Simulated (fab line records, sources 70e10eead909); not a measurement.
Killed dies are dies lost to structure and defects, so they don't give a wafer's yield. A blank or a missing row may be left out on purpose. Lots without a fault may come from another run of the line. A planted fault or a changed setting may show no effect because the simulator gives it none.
Chamber matching | flow nand_harc | NHARC_A_SGD_CUT_DEP_00 on pecvd-02: 3 sister chambers
The step deposits SiNx, target thk 50 nm. 3 wafers are shown with their chamber, then 10 later ones without.

WAFERS WITH THEIR CHAMBER
wafer  | chamber | heater_power_w (W)
L086.3 | 0       | 758
L089.1 | 2       | 796
L089.2 | 1       | 825

WAFERS WITHOUT THEIR CHAMBER
wafer  | heater_power_w (W)
L089.5 | 809
L091.1 | 757
L091.5 | 777
L091.6 | 849
L095.1 | 701
L095.2 | 776
L095.3 | 866
L095.4 | 772
L095.5 | 693
L095.6 | 707

WHICH CHAMBER EACH WENT THROUGH
wafer  | from the rows above          | in truth
L089.5 | can't be placed: 2 or 1 or 0 | 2
L091.1 | can't be placed: 0 or 2 or 1 | 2
L091.5 | can't be placed: 0 or 2 or 1 | 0
L091.6 | can't be placed: 1 or 2 or 0 | 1
L095.1 | can't be placed: 0 or 2 or 1 | 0
L095.2 | can't be placed: 0 or 2 or 1 | 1
L095.3 | can't be placed: 1 or 2 or 0 | 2
L095.4 | can't be placed: 0 or 2 or 1 | 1
L095.5 | can't be placed: 0 or 2 or 1 | 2
L095.6 | can't be placed: 0 or 2 or 1 | 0
Placed correctly: 0 of 10. Can't be placed from these rows: 10 (the true chamber is among the candidates in 10). Placed wrongly: 0.
How it was worked out, from the rows above alone: a wafer's distance from a chamber is the root of the sum, over the readings, of the square of ((its reading less the chamber's mean) divided by the reading's scatter). The wafer belongs to the nearest chamber; if the next one is less than 2 further off, it can't be placed. A chamber's mean is the mean of its shown wafers. The scatter: with one shown wafer a chamber, the root of the mean of the squares of how far each hidden wafer lies from its nearest shown one.
